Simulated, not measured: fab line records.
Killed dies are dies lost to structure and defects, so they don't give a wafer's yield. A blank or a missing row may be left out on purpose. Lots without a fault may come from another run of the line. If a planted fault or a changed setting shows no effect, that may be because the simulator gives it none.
Which of the tools did it? || flow n5Finfet || Sampling: 12 lots, 34 wafers, 2 of 1938 route steps

WHAT THE GAUGES READ, wafer by wafer
N5_BEOL_M5_OCD_MEAS_38.
{"lot": "L645", "measured": "day 9 04:04", "on": "ocd-01", "trenchDepthNm (nm)": "69.0 69.5 69.7"}
{"lot": "L644", "measured": "day 9 07:32", "on": "ocd-02", "trenchDepthNm (nm)": "73.0 68.3 70.1"}
{"lot": "L648", "measured": "day 9 16:02", "on": "ocd-01", "trenchDepthNm (nm)": "70.5 71.8 71.2"}
{"lot": "L650", "measured": "day 10 11:31", "on": "ocd-02", "trenchDepthNm (nm)": "71.2 72.4 71.8"}
{"lot": "L646", "measured": "day 10 20:21", "on": "ocd-02", "trenchDepthNm (nm)": "73.3 71.7 72.1"}
{"lot": "L649", "measured": "day 10 23:08", "on": "ocd-02", "trenchDepthNm (nm)": 73.3}
{"lot": "L654", "measured": "day 11 17:59", "on": "ocd-01", "trenchDepthNm (nm)": "72.2 73.4 69.1"}
{"lot": "L657", "measured": "day 12 02:05", "on": "ocd-01", "trenchDepthNm (nm)": "72.3 71.0 70.5"}
{"lot": "L658", "measured": "day 12 19:22", "on": "ocd-01", "trenchDepthNm (nm)": "71.0 70.3 71.5"}
{"lot": "L664", "measured": "day 13 21:41", "on": "ocd-02", "trenchDepthNm (nm)": "71.5 70.5 73.0"}
{"lot": "L662", "measured": "day 13 22:05", "on": "ocd-02", "trenchDepthNm (nm)": "70.6 71.4 73.3"}
{"lot": "L666", "measured": "day 14 04:59", "on": "ocd-01", "trenchDepthNm (nm)": "72.5 70.9 72.5"}

WHAT TOOL EACH LOT RAN ON (gives the tool, then ch and the chambers of the sampled wafers, and finally the start)
{"lot": "L645", "N5_BEOL_M5_ETCH_41": "rieDiel-02 ch 1,2, day 9 04:04 or earlier"}
{"lot": "L644", "N5_BEOL_M5_ETCH_41": "rieDiel-02 ch 1,2,3, day 9 07:32 or earlier"}
{"lot": "L648", "N5_BEOL_M5_ETCH_41": "rieDiel-01 ch 1,2,3, day 9 16:02 or earlier"}
{"lot": "L650", "N5_BEOL_M5_ETCH_41": "rieDiel-06 ch 0,3, day 10 11:31 or earlier"}
{"lot": "L646", "N5_BEOL_M5_ETCH_41": "rieDiel-01 ch 0,2, day 10 20:21 or earlier"}
{"lot": "L649", "N5_BEOL_M5_ETCH_41": "rieDiel-02 ch 3, day 10 23:08 or earlier"}
{"lot": "L654", "N5_BEOL_M5_ETCH_41": "rieDiel-02 ch 1,2,3, day 11 17:59 or earlier"}
{"lot": "L657", "N5_BEOL_M5_ETCH_41": "rieDiel-06 ch 1,2,3, day 12 02:05 or earlier"}
{"lot": "L658", "N5_BEOL_M5_ETCH_41": "rieDiel-01 ch 1,2, day 12 19:22 or earlier"}
{"lot": "L664", "N5_BEOL_M5_ETCH_41": "rieDiel-06 ch 0,1,3, day 13 21:41 or earlier"}
{"lot": "L662", "N5_BEOL_M5_ETCH_41": "rieDiel-01 ch 0,1,3, day 13 22:05 or earlier"}
{"lot": "L666", "N5_BEOL_M5_ETCH_41": "rieDiel-06 ch 0,1,2, day 14 04:59 or earlier"}
- N5_BEOL_M5_ETCH_41: etches SiCN in CH3F/O2, target depth 31.5 nm, time 56.7 s.

WHAT THE TOOLS THEMSELVES READ (means of the sampled wafers that have a number; where no wafer has one, the mark that the record gives instead)
N5_BEOL_M5_ETCH_41.
{"lot": "L645", "tool": "rieDiel-02", "O2_flow_sccm (sccm)": 19.91, "drypumpMotorCurrentA (A)": 5.9, "oesProductAu (a.u.)": 0.69, "rfVppV (V)": 296.8, "showerheadPlenumPTorr (Torr)": 1.99, "throttleValvePct (%)": 16.74}
{"lot": "L644", "tool": "rieDiel-02", "O2_flow_sccm (sccm)": 19.95, "drypumpMotorCurrentA (A)": 6.0, "oesProductAu (a.u.)": 0.75, "rfVppV (V)": 298.3, "showerheadPlenumPTorr (Torr)": 2.01, "throttleValvePct (%)": 16.57}
{"lot": "L648", "tool": "rieDiel-01", "O2_flow_sccm (sccm)": 20.00, "drypumpMotorCurrentA (A)": 5.8, "oesProductAu (a.u.)": 0.76, "rfVppV (V)": 295.7, "showerheadPlenumPTorr (Torr)": 1.95, "throttleValvePct (%)": 16.32}
{"lot": "L650", "tool": "rieDiel-06", "O2_flow_sccm (sccm)": 19.95, "drypumpMotorCurrentA (A)": 5.4, "oesProductAu (a.u.)": 0.79, "rfVppV (V)": 298.1, "showerheadPlenumPTorr (Torr)": 2.04, "throttleValvePct (%)": 16.56}
{"lot": "L646", "tool": "rieDiel-01", "O2_flow_sccm (sccm)": 19.97, "drypumpMotorCurrentA (A)": 6.2, "oesProductAu (a.u.)": 0.87, "rfVppV (V)": 297.2, "showerheadPlenumPTorr (Torr)": 1.97, "throttleValvePct (%)": 16.07}
{"lot": "L649", "tool": "rieDiel-02", "O2_flow_sccm (sccm)": 19.97, "drypumpMotorCurrentA (A)": 6.3, "oesProductAu (a.u.)": 0.82, "rfVppV (V)": 297.5, "showerheadPlenumPTorr (Torr)": 2.02, "throttleValvePct (%)": 16.36}
{"lot": "L654", "tool": "rieDiel-02", "O2_flow_sccm (sccm)": 20.03, "drypumpMotorCurrentA (A)": 6.0, "oesProductAu (a.u.)": 0.83, "rfVppV (V)": 296.4, "showerheadPlenumPTorr (Torr)": 2.01, "throttleValvePct (%)": 16.46}
{"lot": "L657", "tool": "rieDiel-06", "O2_flow_sccm (sccm)": 20.01, "drypumpMotorCurrentA (A)": 5.6, "oesProductAu (a.u.)": 0.71, "rfVppV (V)": 297.8, "showerheadPlenumPTorr (Torr)": 2.01, "throttleValvePct (%)": 16.47}
{"lot": "L658", "tool": "rieDiel-01", "O2_flow_sccm (sccm)": 19.94, "drypumpMotorCurrentA (A)": 5.6, "oesProductAu (a.u.)": 0.73, "rfVppV (V)": 295.6, "showerheadPlenumPTorr (Torr)": 1.94, "throttleValvePct (%)": 16.35}
{"lot": "L664", "tool": "rieDiel-06", "O2_flow_sccm (sccm)": 19.98, "drypumpMotorCurrentA (A)": 5.4, "oesProductAu (a.u.)": 0.77, "rfVppV (V)": 297.2, "showerheadPlenumPTorr (Torr)": 2.00, "throttleValvePct (%)": 16.35}
{"lot": "L662", "tool": "rieDiel-01", "O2_flow_sccm (sccm)": 20.00, "drypumpMotorCurrentA (A)": 6.0, "oesProductAu (a.u.)": 0.78, "rfVppV (V)": 295.1, "showerheadPlenumPTorr (Torr)": 1.93, "throttleValvePct (%)": 16.22}
{"lot": "L666", "tool": "rieDiel-06", "O2_flow_sccm (sccm)": 20.01, "drypumpMotorCurrentA (A)": 5.8, "oesProductAu (a.u.)": 0.76, "rfVppV (V)": 296.9, "showerheadPlenumPTorr (Torr)": 1.98, "throttleValvePct (%)": 16.40}

THE ANSWER, worked out from the rows above alone
Rule: what is usual is taken from the lots themselves. The widest of any qualifying gaps counts: lots, ordered by their means at a reading, are off when they make up no more than a third of the lots, leave a main group of 4 or more, and stand apart from it by 3 or more times the standard deviation of that group's means. If all means in a main group match to the digits the tables above print for the reading, that group is not used. Also off: a lot with no number at a reading for which 4 or more lots have one. Any other lot the step has rows for is counted as sound. The gauges are gone through in route order, then the tools' own readings, and for those a lot's mean is taken as printed above. The first step at which some lot is off is used, and at that step the reading that is off furthest; a lot without a number counts as furthest.
Across all readings shown, no lot is off: no conclusion can be drawn from this.

WHAT WAS PUT IN BY THE SIMULATOR
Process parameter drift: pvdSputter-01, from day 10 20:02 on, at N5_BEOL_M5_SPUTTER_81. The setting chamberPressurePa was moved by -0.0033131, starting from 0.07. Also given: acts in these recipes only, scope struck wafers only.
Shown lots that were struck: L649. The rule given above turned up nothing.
